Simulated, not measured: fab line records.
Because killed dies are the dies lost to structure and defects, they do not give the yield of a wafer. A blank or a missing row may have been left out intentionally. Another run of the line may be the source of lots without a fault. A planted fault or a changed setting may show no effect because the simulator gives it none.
What tool caused it? + flow nand harc + Sampling: 7 lots, 21 wafers, 4 of 1302 route steps

WHAT EACH GAUGE READ, for each wafer
NHARC_A_BONDPAD_THK_MEAS_30: measures by ellipsometry.
| lot  | measured     | on            | thk nm (nm)                         |
|------|--------------|---------------|-------------------------------------|
| L323 | day 23 21:33 | film metro-01 | 195.6 197.3 194.7                   |
| L324 | day 24 05:34 | film metro-02 | 197.9 201.2 197.2                   |
| L326 | day 25 13:38 | film metro-01 | 199.2 198.8 200.8                   |
| L329 | day 26 22:07 | film metro-01 | 202.9 203.8 203.1                   |
| L334 | day 27 18:29 | film metro-01 | 245.6 250.4 249.9 246.3 251.6 249.1 |
| L336 | day 28 18:39 | film metro-01 | 197.6 197.5 199.7                   |
| L345 | day 31 22:14 | film metro-02 | 201.5 198.3 199.2                   |

WHICH TOOL RAN EACH LOT (tool, then ch and the chambers of the sampled wafers, then the start)
| lot  | NHARC_A_M0_DEP_32               | NHARC_A_M1_PVD_20                       | NHARC_A_BONDPAD_CMP_29        |
|------|---------------------------------|-----------------------------------------|-------------------------------|
| L323 | pecvd-01 ch 1,2, day 23 16:14   | pvd sputter-02, day 23 21:19 or earlier | cmp-01 ch 0,1, day 23 21:19   |
| L324 | pecvd-01 ch 0,1,2, day 24 00:14 | pvd sputter-01, day 24 05:19 or earlier | cmp-01 ch 0,1, day 24 05:19   |
| L326 | pecvd-02 ch 0,1,2, day 25 08:26 | pvd sputter-02, day 25 13:23 or earlier | cmp-01 ch 1,2,3, day 25 13:23 |
| L329 | pecvd-03 ch 0,1, day 26 16:43   | pvd sputter-03, day 26 21:53 or earlier | cmp-02 ch 1,3, day 26 21:53   |
| L334 | pecvd-02 ch 0,1,2, day 27 13:20 | pvd sputter-02, day 27 18:17 or earlier | cmp-02 ch 0,1,3, day 27 18:17 |
| L336 | pecvd-02 ch 0,1, day 28 13:17   | pvd sputter-02, day 28 18:27 or earlier | cmp-03 ch 0,1,3, day 28 18:27 |
| L345 | pecvd-01 ch 0,1,2, day 31 16:29 | pvd sputter-02, day 31 22:01 or earlier | cmp-01 ch 0,1,3, day 31 22:01 |
- NHARC_A_M0_DEP_32: deposits SiCN, target thk 30 nm.
- NHARC_A_M1_PVD_20: deposits TaN, target thk 5 nm, time 8.06 s.
- NHARC_A_BONDPAD_CMP_29: polishes SiCN, target thk 200 nm.

THE ANSWER, worked out from the rows above alone
Rule: the lots themselves supply what counts as usual. Put in order of their means at a reading, lots are off if they are a third of the lots or fewer, leave a main group of 4 or more, and stand apart from it by a gap of 3 or more times the standard deviation of the main group's means; of several such gaps the widest counts. A main group whose means are all the same, to the digits that the tables above print for the reading, isn't used. A lot without any number at a reading at which 4 lots or more have one is off too. All remaining lots with rows at the step are treated as sound.
Off at NHARC_A_BONDPAD_THK_MEAS_30 (thk nm): L334. The main group: mean 199.2 nm, standard deviation 2.2.
If a tool, at a process step before that reading, ran all the lots that are off and no sound lot after the first of them, it fits. The gauges at NHARC_A_BONDPAD_THK_MEAS_30 are tried like those tools. Because NHARC_A_M1_PVD_20 lacks a start for some lots, the hours and order of its lots are taken from NHARC_A_BONDPAD_CMP_29. One fits: NHARC_A_BONDPAD_CMP_29 on cmp-02. A fault onset in the window from L329 (day 26 21:53, its last sound lot) to L334 (day 27 18:17, its first lot off) fits.

WHAT THE SIMULATOR PUT IN
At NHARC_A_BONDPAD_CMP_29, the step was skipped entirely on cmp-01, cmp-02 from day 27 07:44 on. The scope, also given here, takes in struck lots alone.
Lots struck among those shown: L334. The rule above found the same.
